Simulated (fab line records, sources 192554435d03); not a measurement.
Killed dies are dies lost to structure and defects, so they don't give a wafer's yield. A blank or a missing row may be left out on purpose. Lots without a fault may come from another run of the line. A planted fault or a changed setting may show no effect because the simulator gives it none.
Which tool did it? | flow n5_finfet | 7 lots, 21 wafers sampled, at 2 steps of a route of 1938

WHAT THE GAUGES READ, wafer by wafer
N5_WELL_APT_CD_MEAS_25: target cd 200 nm.
lot  | measured    | on        | cd_nm (nm)
L809 | day 2 02:52 | cd_sem-03 | 203.1 200.5 204.2
L811 | day 2 14:48 | cd_sem-02 | 202.9 203.4 200.3
L814 | day 3 08:42 | cd_sem-03 | 199.6 199.4 200.1
L816 | day 3 21:04 | cd_sem-02 | 198.6 200.5 198.4
L819 | day 4 14:48 | cd_sem-03 | 199.5 202.0 201.4
L826 | day 6 09:44 | cd_sem-03 | 202.5 200.7 202.8
L828 | day 6 20:57 | cd_sem-03 | - - -

WHICH TOOL RAN EACH LOT (tool, then ch and the chambers of the sampled wafers, then the start)
lot  | N5_WELL_APT_DEVELOP_24
L809 | litho_track-04 ch 0, day 2 02:46
L811 | litho_track-04 ch 0, day 2 14:41
L814 | litho_track-01 ch 0, day 3 08:35
L816 | litho_track-01 ch 0, day 3 20:58
L819 | litho_track-04 ch 0, day 4 14:41
L826 | litho_track-04 ch 0, day 6 09:38
L828 | litho_track-01, day 6 20:50
- N5_WELL_APT_DEVELOP_24: develop time 45 s.

THE ANSWER, worked out from the rows above alone
Rule: what is usual is taken from the lots themselves. Put in order of their means at a reading, lots are off if they are a third of the lots or fewer, leave a main group of 4 or more, and stand apart from it by a gap of 3 or more times the standard deviation of the main group's means; of several such gaps the widest counts. A main group whose means are all the same, to the digits that the tables above print for the reading, isn't used. A lot without any number at a reading at which 4 lots or more have one is off too. The other lots that the step has rows for count as sound.
Off: L828, at N5_WELL_APT_CD_MEAS_25 (cd_nm). Without a number there: L828. The main group: mean 201.1 nm, standard deviation 1.3.
A tool fits if, at a process step before that reading, it ran every lot that is off, and no sound lot after the first of them. The gauges at N5_WELL_APT_CD_MEAS_25 are tried like those tools. Can't be told from this: 2 tools fit, litho_track-01 at N5_WELL_APT_DEVELOP_24, cd_sem-03 at N5_WELL_APT_CD_MEAS_25.

WHAT THE SIMULATOR HAD PUT IN
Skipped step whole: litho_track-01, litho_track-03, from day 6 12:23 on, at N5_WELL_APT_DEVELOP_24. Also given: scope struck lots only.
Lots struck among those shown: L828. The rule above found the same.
